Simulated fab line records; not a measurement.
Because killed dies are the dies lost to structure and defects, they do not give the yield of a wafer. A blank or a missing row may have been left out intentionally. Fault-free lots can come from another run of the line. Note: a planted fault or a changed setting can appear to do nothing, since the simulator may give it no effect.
A struck lot beside a sound one + flow n5-finfet + 17 steps out of a route of 1938
Sound: these wafers, L145.1, L145.5, L145.6. Struck: wafer L138.2. (L138.3, L138.6 of the same lot were not struck and are left out.) The cause comes at the end.
Order at every step that has rows: each side's tool, ch and its chambers, its first start. Under that, the readings that differ: sound wafers + struck wafers + difference of the means + sigmas: that difference in standard deviations of wafers without a fault.
alike: readings whose means differ by less than 2 such deviations, and words and numbers that are the same on both sides. not compared: withheld readings, readings that some wafer has no value for, bounds like >300 that may hide the same value, and numbers for which the record gives no deviation and whose values overlap.
Wherever a step has rows on one side only, a row that says differs or no value, or a row with sigmas, the two part there. Numbers that have no deviation but don't overlap get no sigmas and don't part them. Lack of a reading on every wafer of one side parts them only where that side has two or more wafers.

N5_BEOL_M11_ETCH_62: etches SOC in N2/H2, target depth 110 nm, overetch 22 nm, time 165 s.
  sound on rie-diel-06 ch 0,1, day 16 05:01; struck on rie-diel-02 ch 3, day 14 18:06
  alike: drypump-motor-current-A, oes-product-au, rf-vpp-V, showerhead-plenum-p-Torr, throttle-valve-pct
  not compared: rf-hours-counter-h
then, 1 step without rows for these wafers: N5_BEOL_M11_STRIP_68 (strips in N2/H2).
N5_BEOL_M11_STRIP_67: strips in CF4.
  sound on rie-diel-06 ch 0,1, day 16 05:10; struck on rie-diel-02 ch 3, day 14 18:15
  alike: drypump-motor-current-A, oes-product-au, rf-vpp-V, showerhead-plenum-p-Torr, throttle-valve-pct
  not compared: rf-hours-counter-h
N5_BEOL_M11_HM_OPEN_17: chemistry Cl2/BCl3, target TiN, target depth 20 nm, overetch 6 nm.
  sound on rie-metal-01 ch 0,1, day 16 05:12; struck on rie-metal-01 ch 1, day 14 18:17
  alike: drypump-motor-current-A, oes-product-au, throttle-valve-pct
  not compared: rf-hours-counter-h
N5_BEOL_M11_STRIP_19: strips in O2.
  sound on rie-diel-05 ch 0,1,3, day 16 05:20; struck on rie-diel-02 ch 1, day 14 18:24
  alike: drypump-motor-current-A, oes-product-au, rf-vpp-V, showerhead-plenum-p-Torr, throttle-valve-pct
  not compared: rf-hours-counter-h
N5_BEOL_M11_CD_MEAS_18: pitch 140 nm, target cd 70 nm.
  sound on cd-sem-02 at day 16 05:25; struck on cd-sem-01 at day 14 18:28
  alike: cd-nm
then, 6 steps without rows for these wafers: N5_BEOL_M11_COAT_63 (time 60 s, resist thk 100 nm); N5_BEOL_M11_COAT_64 (time 60 s, resist thk 30 nm); N5_BEOL_M11_COAT_22 (resist thk 90 nm); N5_BEOL_M11_EBR_24; N5_BEOL_M11_SOFTBAKE_23 (time 60 s); N5_BEOL_M11_EXPOSE_25 (exposes mask V10).
N5_BEOL_M11_PEB_26: peb time 60 s.
  sound on litho-track-03 ch 0, day 16 06:55; struck on litho-track-01 ch 0, day 14 18:51
then, 1 step without rows for these wafers: N5_BEOL_M11_DEVELOP_27 (develop time 30 s).
N5_BEOL_M11_CD_MEAS_28: target cd 70 nm.
  sound on cd-sem-02 ch 0, day 16 06:59; struck on cd-sem-03 ch 0, day 14 18:55
| reading    | sound          | struck | difference | sigmas |
|------------|----------------|--------|------------|--------|
| cd-nm (nm) | 70.2 69.8 70.4 | 72.7   | +2.6       | +4     |
N5_BEOL_M11_OVL_MEAS_29:
  sound on overlay-01 ch 0, day 16 07:01; struck on overlay-02 ch 0, day 14 18:56
  alike: V10_OVL
following that, these wafers have no rows for 1 step: N5_PASSIVATION_PROBE_49.

WHERE THEY PART
At N5_BEOL_M11_CD_MEAS_28 and nowhere else, as far as this record goes. Later steps at which nothing parts them and some readings are alike: N5_BEOL_M11_OVL_MEAS_29.

WHY: the cause the simulator had injected
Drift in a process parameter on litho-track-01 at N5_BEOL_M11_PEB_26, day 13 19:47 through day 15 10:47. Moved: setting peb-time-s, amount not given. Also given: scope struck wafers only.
